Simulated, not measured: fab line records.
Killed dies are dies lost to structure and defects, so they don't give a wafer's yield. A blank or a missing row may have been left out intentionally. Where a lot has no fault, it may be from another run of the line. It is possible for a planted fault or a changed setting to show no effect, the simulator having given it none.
Chamber matching | flow nandHarc | pecvd-02 running NHARC_A_CONTACT_DEP_85: 3 sister chambers
The step deposits SiON, target thk 50 nm. 6 wafers are shown with their chamber, then 7 later ones without.

== WAFERS, EACH WITH ITS CHAMBER ==
wafer  | chamber | heaterPowerW (W) | susceptorTempC (C)
L238.1 | 1       | 810              | 400.33
L242.2 | 2       | 670              | 399.92
L242.3 | 0       | 749              | 400.09
L242.5 | 2       | 680              | 399.93
L253.1 | 0       | 715              | 400.17
L253.3 | 1       | 797              | 399.43

== WAFERS WITHOUT THEIR CHAMBER ==
wafer  | heaterPowerW (W) | susceptorTempC (C)
L253.6 | 710              | 400.07
L252.2 | 848              | 399.69
L252.5 | 855              | 399.77
L252.6 | 723              | 399.74
L251.1 | 786              | 399.55
L251.2 | 696              | 399.92
L251.6 | 700              | 399.88

== WHICH CHAMBER EACH WENT THROUGH ==
wafer  | from the rows above     | in truth
L253.6 | can't be placed: 0 or 2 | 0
L252.2 | 1                       | 1
L252.5 | 1                       | 1
L252.6 | can't be placed: 0 or 2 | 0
L251.1 | 1                       | 1
L251.2 | can't be placed: 2 or 0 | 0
L251.6 | can't be placed: 2 or 0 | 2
Correct placement for 3 of the 7. Not placeable from these rows: 4 (in 4, the candidates include the true chamber). Wrongly placed: 0.
How it was worked out, from the rows above alone: a wafer's distance from a chamber is the root of the sum, over the readings, of the square of ((its reading less the chamber's mean) divided by the reading's scatter). If the next closest chamber is less than 2 further off than the closest, the wafer can't be placed; otherwise it belongs to the closest. The mean given for a chamber averages the wafers shown for that chamber. The scatter is the square root of a quotient: the sum, over the shown wafers, of each reading's squared deviation from its chamber's mean, divided by wafers minus chambers.
